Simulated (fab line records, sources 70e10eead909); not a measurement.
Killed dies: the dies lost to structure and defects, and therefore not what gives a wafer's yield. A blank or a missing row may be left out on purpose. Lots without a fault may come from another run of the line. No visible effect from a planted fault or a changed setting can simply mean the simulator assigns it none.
Which tool did it? | flow nand harc | Sampling: 23 lots, 69 wafers, 6 of 1159 route steps

## WHAT EACH GAUGE READ, for each wafer
The record holds no reading of a measuring or inspecting step that can be judged against a usual standard deviation.

## WHAT TOOL EACH LOT RAN ON (gives the tool, then ch and the chambers of the sampled wafers, and finally the start)
lot  | NHARC_A_WL_FILL_ALD_19              | NHARC_A_CONTACT_ETCH_48            | NHARC_A_CONTACT_ETCH_76                       | NHARC_A_CONTACT_ETCH_127             | NHARC_A_CONTACT_ETCH_131             | NHARC_A_CONTACT_ETCH_133
L074 | ald metal-02 ch 0,1,2, day 15 15:54 | rie diel-06 ch 0,1,2, day 16 10:55 | rie diel-03 ch 0,2,3, day 16 22:49 or earlier | har cap etch-03 ch 0,1, day 16 22:49 | har cap etch-03 ch 0,1, day 16 23:22 | har cap etch-03 ch 0,1, day 16 23:40
L075 | ald metal-04 ch 2,3, day 16 07:54   | rie diel-13 ch 0,2, day 16 21:01   | rie diel-06 ch 0,1,3, day 17 09:05 or earlier | har cap etch-01 ch 0, day 17 09:05   | har cap etch-01 ch 0, day 17 09:40   | har cap etch-01 ch 0, day 17 09:58
L076 | ald metal-04 ch 1,2, day 16 10:53   | rie diel-06 ch 1,2, day 17 04:43   | rie diel-13 ch 0,1,3, day 17 15:05 or earlier | har cap etch-01 ch 0, day 17 15:05   | har cap etch-01 ch 0, day 17 15:39   | har cap etch-01 ch 0, day 17 15:56
L077 | ald metal-04 ch 0,1,2, day 16 20:31 | rie diel-06 ch 2,3, day 17 08:40   | rie diel-13 ch 1,2,3, day 17 18:34 or earlier | har cap etch-01 ch 1, day 17 18:34   | har cap etch-01 ch 1, day 17 19:09   | har cap etch-01 ch 1, day 17 19:27
L081 | ald metal-03 ch 0,2, day 17 06:27   | rie diel-06 ch 1,2,3, day 17 16:51 | rie diel-06 ch 1,2, day 18 01:43 or earlier   | har cap etch-03 ch 0,1, day 18 01:43 | har cap etch-03 ch 0,1, day 18 02:17 | har cap etch-03 ch 0,1, day 18 02:36
L078 | ald metal-04 ch 0,2,3, day 17 09:37 | rie diel-06 ch 1,2,3, day 17 20:17 | rie diel-06 ch 0,1,2, day 18 05:04 or earlier | har cap etch-01 ch 0,1, day 18 05:04 | har cap etch-01 ch 0,1, day 18 05:37 | har cap etch-01 ch 0,1, day 18 05:55
L084 | ald metal-03 ch 1,2, day 18 12:47   | rie diel-13 ch 0,1,3, day 18 22:44 | rie diel-03 ch 0,1,3, day 19 07:25 or earlier | har cap etch-03 ch 0,1, day 19 07:25 | har cap etch-03 ch 0,1, day 19 07:59 | har cap etch-03 ch 0,1, day 19 08:16
L082 | ald metal-04 ch 0,1,2, day 18 12:48 | rie diel-06 ch 0,2,3, day 18 22:37 | rie diel-06 ch 0,1,3, day 19 07:07 or earlier | har cap etch-02 ch 0,1, day 19 07:07 | har cap etch-02 ch 0,1, day 19 07:41 | har cap etch-02 ch 0,1, day 19 07:58
L080 | ald metal-03 ch 0,3, day 18 20:25   | rie diel-13 ch 1,2, day 19 06:02   | rie diel-06 ch 0,1, day 19 14:47 or earlier   | har cap etch-01 ch 0,1, day 19 14:47 | har cap etch-01 ch 0,1, day 19 15:21 | har cap etch-01 ch 0,1, day 19 15:38
L083 | ald metal-02 ch 1,2,3, day 19 01:41 | rie diel-06 ch 0,1,3, day 19 11:20 | rie diel-06 ch 0,1,3, day 19 21:11 or earlier | har cap etch-03 ch 0,1, day 19 21:11 | har cap etch-03 ch 0,1, day 19 21:46 | har cap etch-03 ch 0,1, day 19 22:04
L085 | ald metal-03 ch 0,1,3, day 19 01:44 | rie diel-06 ch 1,2, day 19 11:40   | rie diel-06 ch 0,3, day 19 21:35 or earlier   | har cap etch-02 ch 0,1, day 19 21:35 | har cap etch-02 ch 0,1, day 20 03:01 | har cap etch-02 ch 0,1, day 20 03:20
L091 | ald metal-03 ch 1,2, day 20 02:32   | rie diel-06 ch 0,1,3, day 20 12:32 | rie diel-06 ch 1,2, day 20 22:01 or earlier   | har cap etch-01 ch 0,1, day 20 22:01 | har cap etch-01 ch 0,1, day 20 22:35 | har cap etch-01 ch 0,1, day 20 22:53
L086 | ald metal-03 ch 1,2,3, day 20 05:11 | rie diel-03 ch 1,2,3, day 20 16:29 | rie diel-13 ch 0,2,3, day 21 04:41 or earlier | har cap etch-01 ch 0,1, day 21 04:41 | har cap etch-01 ch 0,1, day 21 05:15 | har cap etch-01 ch 0,1, day 21 05:32
L087 | ald metal-02 ch 1,2,3, day 20 05:13 | rie diel-06 ch 0,1,2, day 20 14:43 | rie diel-06 ch 1,2,3, day 20 23:10 or earlier | har cap etch-03 ch 0,1, day 20 23:10 | har cap etch-03 ch 0,1, day 20 23:44 | har cap etch-03 ch 0,1, day 21 00:01
L088 | ald metal-04 ch 0,1,2, day 20 05:13 | rie diel-06 ch 1,2,3, day 20 19:07 | rie diel-06 ch 0,1,3, day 21 06:37 or earlier | har cap etch-03 ch 0,1, day 21 06:37 | har cap etch-03 ch 0,1, day 21 07:23 | har cap etch-03 ch 0,1, day 21 07:47
L089 | ald metal-04 ch 2,3, day 20 11:19   | rie diel-06 ch 1,2,3, day 20 23:14 | rie diel-06 ch 0,2,3, day 21 12:43 or earlier | har cap etch-02 ch 0,1, day 21 12:43 | har cap etch-02 ch 0,1, day 21 13:17 | har cap etch-02 ch 0,1, day 21 13:36
L090 | ald metal-02 ch 1,2,3, day 20 15:58 | rie diel-03 ch 0,1,2, day 21 10:42 | rie diel-13 ch 0,1,2, day 21 20:57 or earlier | har cap etch-02 ch 0,1, day 21 20:57 | har cap etch-02 ch 0,1, day 21 21:31 | har cap etch-02 ch 0,1, day 21 21:49
L092 | ald metal-03 ch 0,2, day 20 15:59   | rie diel-13 ch 0,1,2, day 21 14:01 | rie diel-13 ch 0,1,3, day 21 23:36 or earlier | har cap etch-02 ch 0,1, day 21 23:36 | har cap etch-02 ch 0,1, day 22 00:10 | har cap etch-02 ch 0,1, day 22 00:28
L094 | ald metal-03 ch 0,1,2, day 21 10:25 | rie diel-13 ch 0,2, day 21 21:01   | rie diel-03 ch 0,1,2, day 22 06:28 or earlier | har cap etch-03 ch 0,1, day 22 06:28 | har cap etch-03 ch 0,1, day 22 07:13 | har cap etch-03 ch 0,1, day 22 07:36
L096 | ald metal-04 ch 1,2,3, day 21 10:29 | rie diel-03 ch 0,1,2, day 21 21:44 | rie diel-06 ch 0,1,3, day 22 06:44 or earlier | har cap etch-01 ch 0,1, day 22 06:44 | har cap etch-01 ch 0,1, day 22 07:17 | har cap etch-01 ch 0,1, day 22 07:35
L093 | ald metal-04 ch 0,1,2, day 21 13:50 | rie diel-03 ch 1,3, day 22 02:39   | rie diel-13 ch 1,2, day 22 11:12 or earlier   | har cap etch-02 ch 0,1, day 22 11:12 | har cap etch-02 ch 0,1, day 22 11:46 | har cap etch-02 ch 0,1, day 22 12:05
L097 | ald metal-02 ch 0,3, day 22 01:22   | rie diel-03 ch 0,1,2, day 22 12:46 | rie diel-06 ch 1,2,3, day 22 21:49 or earlier | har cap etch-03 ch 0,1, day 22 21:49 | har cap etch-03 ch 0,1, day 22 22:23 | har cap etch-03 ch 0,1, day 22 22:40
L095 | ald metal-04 ch 1,2,3, day 22 01:23 | rie diel-13 ch 0,1, day 22 11:52   | rie diel-13 ch 0,2, day 22 20:26 or earlier   | har cap etch-01 ch 0,1, day 22 20:26 | har cap etch-01 ch 0,1, day 22 21:00 | har cap etch-01 ch 0,1, day 22 21:17
- NHARC_A_WL_FILL_ALD_19: deposits TiN, target thk 2 nm, pulse time 3 s, ald cycles 100.
- NHARC_A_CONTACT_ETCH_48: etches the open film in CF4, target depth 39 nm, time 65 s.
- NHARC_A_CONTACT_ETCH_76: etches the open film in N2/H2, target depth 260 nm, time 475.3 s.
- NHARC_A_CONTACT_ETCH_127: etches the open film in C4F8/O2/Ar, time 155 s, target depth 956 nm.
- NHARC_A_CONTACT_ETCH_131: etches the open film in C4F8/O2/Ar, time 155 s, target depth 956 nm.
- NHARC_A_CONTACT_ETCH_133: etches the open film in C4F8/O2/Ar, time 195 s, target depth 840 nm.

## AS READ BY THE TOOLS THEMSELVES (means over the sampled wafers that have a number; for cases with no such wafer, the mark the record gives instead)
NHARC_A_WL_FILL_ALD_19. Usual: heater power outer w 670 W, standard deviation 74; heater power w 1055 W, standard deviation 86; precursor pulse height rel 1.002, standard deviation 0.021.
lot  | tool         | heater power outer w (W) | heater power w (W) | precursor pulse height rel | flag
L074 | ald metal-02 | 690                      | 1108               | 1.006                      |
L075 | ald metal-04 | 664                      | 1084               | 0.996                      |
L076 | ald metal-04 | 681                      | 1067               | 1.019                      |
L077 | ald metal-04 | 690                      | 1076               | 0.993                      |
L081 | ald metal-03 | 554                      | 930                | 0.993                      |
L078 | ald metal-04 | 702                      | 1094               | 0.994                      |
L084 | ald metal-03 | 638                      | 1012               | 0.993                      |
L082 | ald metal-04 | 686                      | 1078               | 1.001                      |
L080 | ald metal-03 | 568                      | 941                | 1.007                      |
L083 | ald metal-02 | 687                      | 1109               | 0.989                      |
L085 | ald metal-03 | 610                      | 988                | 1.017                      |
L091 | ald metal-03 | 649                      | 1022               | 0.998                      |
L086 | ald metal-03 | 691                      | 1045               | 1.002                      |
L087 | ald metal-02 | 706                      | 1111               | 0.987                      |
L088 | ald metal-04 | 706                      | 1078               | 1.005                      |
L089 | ald metal-04 | 649                      | 1056               | 1.005                      |
L090 | ald metal-02 | 682                      | 1113               | 1.010                      |
L092 | ald metal-03 | 616                      | 982                | 1.016                      |
L094 | ald metal-03 | 601                      | 978                | 0.997                      |
L096 | ald metal-04 | 672                      | 1045               | 1.020                      |
L093 | ald metal-04 | 694                      | 1072               | 1.008                      |
L097 | ald metal-02 | 752                      | 1182               | 1.015                      |
L095 | ald metal-04 | 674                      | 1071               | 1.013                      |

NHARC_A_CONTACT_ETCH_48. Usual: chamber pressure mTorr 50.00 mTorr, standard deviation 0.049; drypump motor current A 5.8 A, standard deviation 0.3; oes product au 0.997 a.u., standard deviation 0.013; rf vpp V 151.2 V, standard deviation 1.4; showerhead plenum p Torr 1.77 Torr, standard deviation 0.089; throttle valve pct 13.284 %, standard deviation 0.0089.
lot  | tool        | chamber pressure mTorr (mTorr) | drypump motor current A (A) | oes product au (a.u.) | rf vpp V (V) | showerhead plenum p Torr (Torr) | throttle valve pct (%) | flag
L074 | rie diel-06 | 50.01                          | 5.6                         | 0.990                 | 150.8        | 1.77                            | 13.286                 |
L075 | rie diel-13 | 50.00                          | 5.4                         | 0.981                 | 152.4        | 1.84                            | 13.285                 |
L076 | rie diel-06 | 50.02                          | 5.7                         | 1.000                 | 152.0        | 1.82                            | 13.286                 |
L077 | rie diel-06 | 50.01                          | 5.8                         | 1.006                 | 151.5        | 1.78                            | 13.284                 |
L081 | rie diel-06 | 49.98                          | 5.8                         | 1.012                 | 150.8        | 1.75                            | 13.286                 |
L078 | rie diel-06 | 49.98                          | 5.8                         | 1.001                 | 151.6        | 1.75                            | 13.283                 |
L084 | rie diel-13 | 49.98                          | 5.9                         | 1.003                 | 149.9        | 1.69                            | 13.291                 |
L082 | rie diel-06 | 50.01                          | 5.7                         | 1.000                 | 150.7        | 1.82                            | 13.283                 |
L080 | rie diel-13 | 49.96                          | 5.6                         | 1.004                 | 151.1        | 1.75                            | 13.290                 |
L083 | rie diel-06 | 50.03                          | 5.8                         | 0.992                 | 150.8        | 1.79                            | 13.280                 |
L085 | rie diel-06 | 50.04                          | 5.7                         | 1.008                 | 152.3        | 1.82                            | 13.286                 |
L091 | rie diel-06 | 50.01                          | 5.7                         | 0.996                 | 151.4        | 1.79                            | 13.288                 |
L086 | rie diel-03 | 50.00                          | 6.2                         | 0.992                 | 151.5        | 1.81                            | 13.275                 |
L087 | rie diel-06 | 50.00                          | 5.6                         | 1.005                 | 151.5        | 1.77                            | 13.294                 |
L088 | rie diel-06 | 49.94                          | 5.8                         | 0.991                 | 151.8        | 1.84                            | 13.276                 |
L089 | rie diel-06 | 50.04                          | 5.8                         | 0.998                 | 151.7        | 1.84                            | 13.280                 |
L090 | rie diel-03 | 50.00                          | 6.1                         | 0.996                 | 150.6        | 1.76                            | 13.287                 |
L092 | rie diel-13 | 49.95                          | 5.6                         | 0.987                 | 150.9        | 1.76                            | 13.269                 |
L094 | rie diel-13 | 50.00                          | 5.7                         | 0.987                 | 151.8        | 1.78                            | 13.288                 |
L096 | rie diel-03 | 50.02                          | 6.1                         | 0.992                 | 151.7        | 1.76                            | 13.282                 |
L093 | rie diel-03 | 50.01                          | 6.3                         | 0.981                 | 151.6        | 1.77                            | 13.282                 |
L097 | rie diel-03 | 49.99                          | 6.1                         | 0.991                 | 151.0        | 1.76                            | 13.283                 |
L095 | rie diel-13 | 50.02                          | 5.8                         | 1.008                 | 149.9        | 1.69                            | 13.272                 |

NHARC_A_CONTACT_ETCH_76. Usual: value, then standard deviation, for each; chamber pressure mTorr 30.000 mTorr / 0.028; drypump motor current A 5.77 A / 0.3; h2 flow sccm 150.0 sccm / 0.43; oes product au 0.999 a.u. / 0.014; rf vpp V 431 V / 3.2; showerhead plenum p Torr 2.05 Torr / 0.11; throttle valve pct 14.172 % / 0.0094.
lot  | tool        | chamber pressure mTorr (mTorr) | drypump motor current A (A) | h2 flow sccm (sccm) | oes product au (a.u.) | rf vpp V (V) | showerhead plenum p Torr (Torr) | throttle valve pct (%) | flag
L074 | rie diel-03 | 29.998                         | 6.05                        | 149.8               | 1.002                 | 430          | 1.98                            | 14.171                 |
L075 | rie diel-06 | 30.003                         | 5.74                        | 150.1               | 0.999                 | 428          | 1.95                            | 14.165                 |
L076 | rie diel-13 | 30.000                         | 5.93                        | 150.3               | 1.006                 | 428          | 1.94                            | 14.175                 |
L077 | rie diel-13 | 29.992                         | 5.69                        | 150.1               | 1.010                 | 430          | 2.00                            | 14.174                 |
L081 | rie diel-06 | 30.003                         | 5.69                        | 150.1               | 1.007                 | 432          | 2.10                            | 14.165                 |
L078 | rie diel-06 | 30.011                         | 5.60                        | 149.3               | 0.996                 | 431          | 2.04                            | 14.174                 |
L084 | rie diel-03 | 29.993                         | 6.20                        | 150.1               | 0.997                 | 430          | 2.01                            | 14.169                 |
L082 | rie diel-06 | 30.005                         | 5.74                        | 150.2               | 0.995                 | 432          | 2.06                            | 14.169                 |
L080 | rie diel-06 | 29.982                         | 5.67                        | 150.4               | 1.000                 | 429          | 2.00                            | 14.167                 |
L083 | rie diel-06 | 29.987                         | 5.78                        | 150.2               | 1.000                 | 431          | 2.06                            | 14.163                 |
L085 | rie diel-06 | 30.024                         | 5.59                        | 150.1               | 0.997                 | 431          | 2.03                            | 14.168                 |
L091 | rie diel-06 | 30.001                         | 5.75                        | 149.5               | 1.007                 | 431          | 2.07                            | 14.160                 |
L086 | rie diel-13 | 29.974                         | 5.72                        | 149.9               | 0.994                 | 433          | 2.13                            | 14.171                 |
L087 | rie diel-06 | 29.992                         | 5.83                        | 149.7               | 0.998                 | 432          | 2.13                            | 14.163                 |
L088 | rie diel-06 | 30.011                         | 5.75                        | 150.2               | 0.995                 | 430          | 2.06                            | 14.160                 |
L089 | rie diel-06 | 30.013                         | 5.68                        | 150.1               | 1.000                 | 432          | 2.10                            | 14.174                 |
L090 | rie diel-13 | 30.010                         | 5.63                        | 150.3               | 0.995                 | 430          | 2.03                            | 14.181                 |
L092 | rie diel-13 | 29.982                         | 5.94                        | 149.7               | 1.004                 | 430          | 2.04                            | 14.176                 |
L094 | rie diel-03 | 29.995                         | 6.13                        | 149.8               | 0.990                 | 430          | 2.03                            | 14.174                 |
L096 | rie diel-06 | 30.009                         | 5.75                        | 150.1               | 1.003                 | 431          | 2.06                            | 14.169                 |
L093 | rie diel-13 | 29.974                         | 5.63                        | 150.2               | 0.997                 | 429          | 2.00                            | 14.172                 |
L097 | rie diel-06 | 29.982                         | 5.82                        | 150.5               | 1.011                 | 433          | 2.13                            | 14.179                 |
L095 | rie diel-13 | 29.981                         | 5.67                        | 150.3               | 0.980                 | 430          | 2.05                            | 14.170                 |

NHARC_A_CONTACT_ETCH_127. Usual: chamber pressure mTorr reads 20.000 mTorr (standard deviation 0.017).
lot  | tool            | chamber pressure mTorr (mTorr) | flag
L074 | har cap etch-03 | 19.999                         |
L075 | har cap etch-01 | 20.004                         |
L076 | har cap etch-01 | 20.006                         |
L077 | har cap etch-01 | 20.000                         |
L081 | har cap etch-03 | 20.003                         |
L078 | har cap etch-01 | 20.018                         |
L084 | har cap etch-03 | 20.000                         |
L082 | har cap etch-02 | 20.015                         |
L080 | har cap etch-01 | 19.989                         |
L083 | har cap etch-03 | 20.003                         |
L085 | har cap etch-02 | 19.997                         |
L091 | har cap etch-01 | 20.015                         |
L086 | har cap etch-01 | 19.980                         |
L087 | har cap etch-03 | 19.990                         |
L088 | har cap etch-03 | 19.982                         |
L089 | har cap etch-02 | 20.012                         |
L090 | har cap etch-02 | 19.991                         |
L092 | har cap etch-02 | 19.999                         |
L094 | har cap etch-03 | 19.993                         |
L096 | har cap etch-01 | 19.992                         |
L093 | har cap etch-02 | 19.982                         |
L097 | har cap etch-03 | 20.010                         |
L095 | har cap etch-01 | 20.003                         |

NHARC_A_CONTACT_ETCH_131. Usual: chamber pressure mTorr reads 19.999 mTorr (standard deviation 0.017).
lot  | tool            | chamber pressure mTorr (mTorr) | flag
L074 | har cap etch-03 | 20.000                         |
L075 | har cap etch-01 | 19.994                         |
L076 | har cap etch-01 | 20.006                         |
L077 | har cap etch-01 | 19.978                         |
L081 | har cap etch-03 | 20.005                         |
L078 | har cap etch-01 | 20.003                         |
L084 | har cap etch-03 | 20.016                         |
L082 | har cap etch-02 | 19.978                         |
L080 | har cap etch-01 | 19.983                         |
L083 | har cap etch-03 | 20.020                         |
L085 | har cap etch-02 | 19.998                         |
L091 | har cap etch-01 | 19.998                         |
L086 | har cap etch-01 | 19.988                         |
L087 | har cap etch-03 | 20.014                         |
L088 | har cap etch-03 | 20.013                         |
L089 | har cap etch-02 | 19.990                         |
L090 | har cap etch-02 | 19.998                         |
L092 | har cap etch-02 | 19.990                         |
L094 | har cap etch-03 | 20.014                         |
L096 | har cap etch-01 | 19.994                         |
L093 | har cap etch-02 | 20.008                         |
L097 | har cap etch-03 | 19.992                         |
L095 | har cap etch-01 | 20.005                         |

NHARC_A_CONTACT_ETCH_133. Usual: chamber pressure mTorr reads 19.999 mTorr (standard deviation 0.019).
lot  | tool            | chamber pressure mTorr (mTorr) | flag
L074 | har cap etch-03 | 19.980                         |
L075 | har cap etch-01 | 19.984                         |
L076 | har cap etch-01 | 20.000                         |
L077 | har cap etch-01 | 20.005                         |
L081 | har cap etch-03 | 20.002                         |
L078 | har cap etch-01 | 20.012                         |
L084 | har cap etch-03 | 19.992                         |
L082 | har cap etch-02 | 19.988                         |
L080 | har cap etch-01 | 20.007                         |
L083 | har cap etch-03 | 20.012                         |
L085 | har cap etch-02 | 20.001                         |
L091 | har cap etch-01 | 19.991                         |
L086 | har cap etch-01 | 19.998                         |
L087 | har cap etch-03 | 20.001                         |
L088 | har cap etch-03 | 19.987                         |
L089 | har cap etch-02 | 20.019                         |
L090 | har cap etch-02 | 20.010                         |
L092 | har cap etch-02 | 19.995                         |
L094 | har cap etch-03 | 20.008                         |
L096 | har cap etch-01 | 20.000                         |
L093 | har cap etch-02 | 20.009                         |
L097 | har cap etch-03 | 20.004                         |
L095 | har cap etch-01 | 19.995                         |

## THE ANSWER, worked out from the rows above alone
Rule: lot off if the mean of its wafers having a number is beyond 3 standard deviations from the usual mean. Also off: a lot with no number at a reading for which 4 or more lots have one. Where the step has rows for the other lots, those lots are counted as sound. Order of review: gauges by route order, followed by the tools' own readings, for which a lot's mean as printed above is used. The first step at which some lot is off is used, and at that step the reading that is off furthest; a lot without a number counts as furthest.
Across all readings shown, no lot is off: no conclusion can be drawn from this.

## WHAT THE SIMULATOR PUT IN
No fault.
